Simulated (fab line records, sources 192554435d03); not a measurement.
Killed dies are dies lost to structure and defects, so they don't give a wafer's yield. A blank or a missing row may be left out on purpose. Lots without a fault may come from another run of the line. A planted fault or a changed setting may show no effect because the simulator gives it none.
Split-lot experiment | flow n5_finfet | 7 lots, 39 wafers read, on a route of 1938 steps

THE SPLIT
At N5_DUMMY_GATE_ETCH_31 (etches SiO2 in C4F6/O2, target depth 82.5 nm, time 27.5 s), the setting target_depth_a was moved away from the recipe's 825 angstrom on 18 of the 39 wafers read, by -11.0% to +12.6%. The other wafers ran this setting at the recipe's value.

The reading is taken at the split's own step.

THE READING
SOC_of_DUMMY_GATE_COAT_34.thk_nm (the simulator's own value, which no gauge read), in nm, at N5_DUMMY_GATE_ETCH_31 (etches SiO2 in C4F6/O2, target depth 82.5 nm, time 27.5 s). The file gives no usual value for it. The 21 wafers here that ran the recipe average 51.8 nm, standard deviation 0.24 nm.

wafer  | tool, chamber at the split | target_depth_a as run, angstrom | against the recipe | SOC_of_DUMMY_GATE_COAT_34.thk_nm, nm | against lot-mates on the recipe
L078.1 | rie_diel-04, 0             | 734.4                           | -11.0%             | 52.8                                 | +0.8
L078.2 | rie_diel-04, 2             | 825                             | recipe             | 51.8                                 | -
L078.3 | rie_diel-04, 3             | 734.4                           | -11.0%             | 53                                   | +1.0
L078.4 | rie_diel-04, 1             | 825                             | recipe             | 52.2                                 | -
L078.5 | rie_diel-04, 3             | 825                             | recipe             | 52                                   | -
L078.6 | rie_diel-04, 0             | 734.4                           | -11.0%             | 52.6                                 | +0.6
L081.1 | rie_diel-04, 2             | 927.3                           | +12.4%             | 50.6                                 | -1.1
L081.2 | rie_diel-04, 3             | 927.3                           | +12.4%             | 50.8                                 | -0.9
L081.3 | rie_diel-04, 0             | 825                             | recipe             | 51.4                                 | -
L081.4 | rie_diel-04, 1             | 825                             | recipe             | 51.8                                 | -
L081.5 | rie_diel-04, 1             | 825                             | recipe             | 51.8                                 | -
L081.6 | rie_diel-04, 0             | 927.3                           | +12.4%             | 50                                   | -1.7
L082.1 | rie_diel-04, 3             | 737.3                           | -10.6%             | 52.6                                 | +0.7
L082.2 | rie_diel-04, 2             | 825                             | recipe             | 51.6                                 | -
L082.3 | rie_diel-04, 0             | 737.3                           | -10.6%             | 52.4                                 | +0.5
L082.4 | rie_diel-04, 1             | 825                             | recipe             | 52                                   | -
L082.5 | rie_diel-04, 2             | 737.3                           | -10.6%             | 52.6                                 | +0.7
L082.6 | rie_diel-04, 1             | 825                             | recipe             | 52                                   | -
L083.1 | rie_diel-05, 3             | 770.9                           | -6.6%              | 52.6                                 | +0.7
L083.2 | rie_diel-05, 0             | 825                             | recipe             | 52                                   | -
L083.3 | rie_diel-05, 2             | 825                             | recipe             | 52.4                                 | -
L083.4 | rie_diel-05, 1             | 770.9                           | -6.6%              | 52.2                                 | +0.3
L083.5 | rie_diel-05, 1             | 825                             | recipe             | 51.4                                 | -
L083.6 | rie_diel-05, 2             | 770.9                           | -6.6%              | 52.8                                 | +0.9
L087.1 | rie_diel-03, 3             | 825                             | recipe             | 51.8                                 | -
L087.5 | rie_diel-03, 1             | 825                             | recipe             | 51.6                                 | -
L087.6 | rie_diel-03, 2             | 825                             | recipe             | 51.8                                 | -
L089.1 | rie_diel-05, 3             | 897.7                           | +8.8%              | 51                                   | -0.6
L089.2 | rie_diel-05, 0             | 825                             | recipe             | 51.6                                 | -
L089.3 | rie_diel-05, 1             | 897.7                           | +8.8%              | 50.6                                 | -1.0
L089.4 | rie_diel-05, 2             | 825                             | recipe             | 51.6                                 | -
L089.5 | rie_diel-05, 0             | 825                             | recipe             | 51.6                                 | -
L089.6 | rie_diel-05, 3             | 897.7                           | +8.8%              | 51                                   | -0.6
L096.1 | rie_diel-05, 0             | 928.9                           | +12.6%             | 50.8                                 | -0.9
L096.2 | rie_diel-05, 1             | 928.9                           | +12.6%             | 50.4                                 | -1.3
L096.3 | rie_diel-05, 3             | 825                             | recipe             | 51.8                                 | -
L096.4 | rie_diel-05, 2             | 825                             | recipe             | 51.8                                 | -
L096.5 | rie_diel-05, 1             | 825                             | recipe             | 51.6                                 | -
L096.6 | rie_diel-05, 2             | 928.9                           | +12.6%             | 50.8                                 | -0.9

THE FIT
A straight line over all 39 wafers: SOC_of_DUMMY_GATE_COAT_34.thk_nm changes by -0.0936 nm for each +1% of target_depth_a; r = -0.94; the points scatter about the line by 0.26 nm.
The same after taking each lot's own level away (the mean of its wafers on the recipe; 39 wafers): -0.0816 nm for each +1%; r = -0.93; scatter 0.23 nm.
On that fit, the largest move of target_depth_a shifts the reading by 1 nm.
The lots' own levels span 51.60 to 52.00 nm, that is 1.6 times the standard deviation above.
So the lot-to-lot level changes the slope: the two fits differ.
Check: with one of the wafers moved furthest among these (+12.6%) left out of the fit, the line predicts -1.08 nm for it against its lot-mates. It came out at -0.933 nm against them.

OTHER SPLITS ON THESE WAFERS
These wafers also went through other splits before the reading. Each is held against what the fit with the lots' levels taken away leaves over:
other split on the same wafers     | wafers away from the commonest value | r with SOC_of_DUMMY_GATE_COAT_34.thk_nm (lot level and that fit taken away)
N5_WELL_APT_IMPLANT_32 energy_kev  | 12                                   | -0.21
N5_FIN_SAQP_HM_DEP_72 target_thk_a | 12                                   | -0.12
N5_DUMMY_GATE_CVD_03 temp_c        | 6                                    | +0.02

THE WHOLE CHAIN: every reading that the file lists as answering this split, in the file's order
step                  | what it does                                              | reading                                                                           | change (the file's fit)                | r (the file's)
N5_DUMMY_GATE_ETCH_31 | etches SiO2 in C4F6/O2, target depth 82.5 nm, time 27.5 s | etch.depth_nm (the simulator's own value, which no gauge read)                    | +0.831 nm for each +1% of the setting  | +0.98
N5_DUMMY_GATE_ETCH_31 | etches SiO2 in C4F6/O2, target depth 82.5 nm, time 27.5 s | SOC_of_DUMMY_GATE_COAT_34.thk_nm (the simulator's own value, which no gauge read) | -0.0819 nm for each +1% of the setting | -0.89

THE FILE'S OWN FIT
SOC_of_DUMMY_GATE_COAT_34.thk_nm changes by -0.0819 nm for each +1% of target_depth_a, r = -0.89.
